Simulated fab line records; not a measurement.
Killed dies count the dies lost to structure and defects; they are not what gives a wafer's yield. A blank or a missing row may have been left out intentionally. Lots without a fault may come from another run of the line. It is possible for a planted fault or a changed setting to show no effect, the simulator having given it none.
Chamber matching :: flow n5Finfet :: rieDiel-03 running N5_BEOL_M14_ETCH_67: 3 sister chambers
The step etches SiARC in CF4, target depth 143 nm, time 238.3 s. 14 wafers are shown with their chamber, then 7 later ones without.

## WAFERS PAIRED WITH THEIR CHAMBERS
wafer: L827.1
chamber: 0
showerheadPlenumPTorr (Torr): 2.27
throttleValvePct (%): 15.53
oesProductAu (a.u.): 0.73

wafer: L827.3
chamber: 2
showerheadPlenumPTorr (Torr): 2.13
throttleValvePct (%): 15.74
oesProductAu (a.u.): 0.59

wafer: L827.5
chamber: 0
showerheadPlenumPTorr (Torr): 2.27
throttleValvePct (%): 15.53
oesProductAu (a.u.): 0.72

wafer: L832.2
chamber: 3
showerheadPlenumPTorr (Torr): 2.14
throttleValvePct (%): 15.85
oesProductAu (a.u.): 0.64

wafer: L832.3
chamber: 2
showerheadPlenumPTorr (Torr): 2.13
throttleValvePct (%): 15.76
oesProductAu (a.u.): 0.60

wafer: L832.4
chamber: 0
showerheadPlenumPTorr (Torr): 2.27
throttleValvePct (%): 15.53
oesProductAu (a.u.): 0.71

wafer: L836.3
chamber: 2
showerheadPlenumPTorr (Torr): 2.12
throttleValvePct (%): 15.79
oesProductAu (a.u.): 0.58

wafer: L836.4
chamber: 0
showerheadPlenumPTorr (Torr): 2.26
throttleValvePct (%): 15.57
oesProductAu (a.u.): 0.69

wafer: L836.5
chamber: 2
showerheadPlenumPTorr (Torr): 2.12
throttleValvePct (%): 15.79
oesProductAu (a.u.): 0.58

wafer: L845.3
chamber: 3
showerheadPlenumPTorr (Torr): 2.13
throttleValvePct (%): 15.92
oesProductAu (a.u.): 0.61

wafer: L845.4
chamber: 2
showerheadPlenumPTorr (Torr): 2.12
throttleValvePct (%): 15.80
oesProductAu (a.u.): 0.57

wafer: L845.5
chamber: 0
showerheadPlenumPTorr (Torr): 2.26
throttleValvePct (%): 15.60
oesProductAu (a.u.): 0.69

wafer: L846.4
chamber: 0
showerheadPlenumPTorr (Torr): 2.26
throttleValvePct (%): 15.61
oesProductAu (a.u.): 0.69

wafer: L846.5
chamber: 2
showerheadPlenumPTorr (Torr): 2.12
throttleValvePct (%): 15.82
oesProductAu (a.u.): 0.58

SIGNATURES (averages over the wafers above)
reading: showerheadPlenumPTorr
chamber 0: 2.2650
chamber 2: 2.1233
chamber 3: 2.1350
scatter within a chamber: 0.0055

reading: throttleValvePct
chamber 0: 15.5617
chamber 2: 15.7833
chamber 3: 15.8850
scatter within a chamber: 0.035

reading: oesProductAu
chamber 0: 0.7050
chamber 2: 0.5833
chamber 3: 0.6250
scatter within a chamber: 0.0152
Rule: for each reading, subtract the chamber's mean from the wafer's reading, divide by that reading's scatter and square the result; add these up over the readings and take the root, which gives the wafer's distance from the chamber. If the next closest chamber is less than 2 further off than the closest, the wafer can't be placed; otherwise it belongs to the closest. The scatter is the square root of a quotient: the sum, over the shown wafers, of each reading's squared deviation from its chamber's mean, divided by wafers minus chambers.

## WAFERS WHOSE CHAMBER IS MISSING
wafer: L846.6
showerheadPlenumPTorr (Torr): 2.13
throttleValvePct (%): 15.91
oesProductAu (a.u.): 0.61

wafer: L850.2
showerheadPlenumPTorr (Torr): 2.25
throttleValvePct (%): 15.63
oesProductAu (a.u.): 0.67

wafer: L850.4
showerheadPlenumPTorr (Torr): 2.11
throttleValvePct (%): 15.82
oesProductAu (a.u.): 0.57

wafer: L850.6
showerheadPlenumPTorr (Torr): 2.25
throttleValvePct (%): 15.61
oesProductAu (a.u.): 0.67

wafer: L848.1
showerheadPlenumPTorr (Torr): 2.11
throttleValvePct (%): 15.83
oesProductAu (a.u.): 0.56

wafer: L848.4
showerheadPlenumPTorr (Torr): 2.11
throttleValvePct (%): 15.82
oesProductAu (a.u.): 0.56

wafer: L848.6
showerheadPlenumPTorr (Torr): 2.25
throttleValvePct (%): 15.63
oesProductAu (a.u.): 0.67

## WHICH CHAMBER EACH ONE RAN IN
wafer: L846.6
from the rows above: 3
in truth: 3

wafer: L850.2
from the rows above: 0
in truth: 0

wafer: L850.4
from the rows above: 2
in truth: 2

wafer: L850.6
from the rows above: 0
in truth: 0

wafer: L848.1
from the rows above: 2
in truth: 2

wafer: L848.4
from the rows above: 2
in truth: 2

wafer: L848.6
from the rows above: 0
in truth: 0
Correctly placed: 7 of 7. Not placeable from these rows: 0. Wrongly placed: 0.
